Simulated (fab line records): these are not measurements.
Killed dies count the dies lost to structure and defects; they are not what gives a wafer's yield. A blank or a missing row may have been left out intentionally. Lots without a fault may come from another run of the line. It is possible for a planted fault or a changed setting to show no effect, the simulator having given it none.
Matching of chambers ; flow nand-harc ; NHARC_A_STAIRCASE_CMP_472 on cmp-03: 4 sister chambers
The step polishes SiO2. 4 wafers are shown with their chamber, then 11 later ones without.

EACH WAFER AND ITS CHAMBER
wafer;chamber;motor-current-A (A)
L081.6;2;11.7
L085.3;1;12.8
L085.5;3;11.7
L088.1;0;10.9

WAFERS WITHOUT THEIR CHAMBER
wafer;motor-current-A (A)
L088.3;11.8
L088.4;11.3
L094.2;11.2
L094.3;12.4
L094.5;10.7
L092.1;12.6
L092.3;11.0
L092.5;12.0
L095.1;11.5
L095.4;12.2
L095.6;11.8

WHICH CHAMBER EACH ONE RAN IN
wafer;from the rows above;in truth
L088.3;can't be placed: 2 or 3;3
L088.4;can't be placed: 2 or 3 or 0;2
L094.2;can't be placed: 0 or 2 or 3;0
L094.3;can't be placed: 1 or 2 or 3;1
L094.5;0;0
L092.1;1;1
L092.3;0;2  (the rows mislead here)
L092.5;can't be placed: 2 or 3 or 1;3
L095.1;can't be placed: 2 or 3 or 0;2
L095.4;can't be placed: 2 or 3 or 1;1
L095.6;can't be placed: 2 or 3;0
Correct placement for 2 of the 11. These rows do not allow placing 8 (true chamber among the candidates in 7). Wrongly placed: 1.
How it was worked out, from the rows above alone: a wafer's distance from a chamber is the root of the sum, over the readings, of the square of ((its reading less the chamber's mean) divided by the reading's scatter). If the next closest chamber is less than 2 further off than the closest, the wafer can't be placed; otherwise it belongs to the closest. Each chamber's mean is taken over the wafers shown for it. The scatter: with one shown wafer a chamber, the root of the mean of the squares of how far each hidden wafer lies from its nearest shown one.
